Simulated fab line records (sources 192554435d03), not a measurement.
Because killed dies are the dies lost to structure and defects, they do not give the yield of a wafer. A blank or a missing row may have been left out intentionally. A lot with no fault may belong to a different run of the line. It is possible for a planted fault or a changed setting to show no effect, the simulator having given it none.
What tool caused it? / flow n5-finfet / 12 lots (36 wafers sampled), 1 step of a 1938-step route

== WHAT THE GAUGES SHOWED, per wafer ==
N5_BEOL_M1_RS_MEAS_58: a four-point-probe measurement.
lot=L075; measured=day 7 02:37; on=film-metro-01; M1_RS (ohm/sq)=0.77 0.69 0.70
lot=L077; measured=day 7 07:41; on=film-metro-02; M1_RS (ohm/sq)=0.70 0.65 0.67
lot=L079; measured=day 7 21:30; on=film-metro-02; M1_RS (ohm/sq)=0.74 0.74 0.69
lot=L081; measured=day 8 17:38; on=film-metro-01; M1_RS (ohm/sq)=0.68 0.72 0.71
lot=L083; measured=day 9 01:34; on=film-metro-01; M1_RS (ohm/sq)=0.67 0.70 0.63
lot=L084; measured=day 9 08:17; on=film-metro-01; M1_RS (ohm/sq)=0.69 0.72 0.67
lot=L088; measured=day 9 23:17; on=film-metro-02; M1_RS (ohm/sq)=0.76 0.78 0.68
lot=L089; measured=day 10 13:07; on=film-metro-02; M1_RS (ohm/sq)=0.75 0.72 0.69
lot=L091; measured=day 11 02:26; on=film-metro-02; M1_RS (ohm/sq)=0.69 0.72 0.76
lot=L094; measured=day 11 20:32; on=film-metro-02; M1_RS (ohm/sq)=0.64 0.79 0.74
lot=L096; measured=day 11 23:47; on=film-metro-02; M1_RS (ohm/sq)=0.62 0.75 0.67
lot=L097; measured=day 12 08:57; on=film-metro-01; M1_RS (ohm/sq)=0.69 0.73 0.66

== WHICH TOOL RAN EACH LOT (tool, then ch and the chambers of the sampled wafers, then the start) ==
There is no process step in the record ahead of these readings.

== THE ANSWER, worked out from the rows above alone ==
Rule: what is usual is taken from the lots themselves. The widest of any qualifying gaps counts: lots, ordered by their means at a reading, are off when they make up no more than a third of the lots, leave a main group of 4 or more, and stand apart from it by 3 or more times the standard deviation of that group's means. A main group whose means are all the same, to the digits that the tables above print for the reading, isn't used. A lot without any number at a reading at which 4 lots or more have one is off too. All remaining lots with rows at the step are treated as sound.
Across all readings shown, no lot is off: no conclusion can be drawn from this.

== WHAT HAD BEEN PUT IN BY THE SIMULATOR ==
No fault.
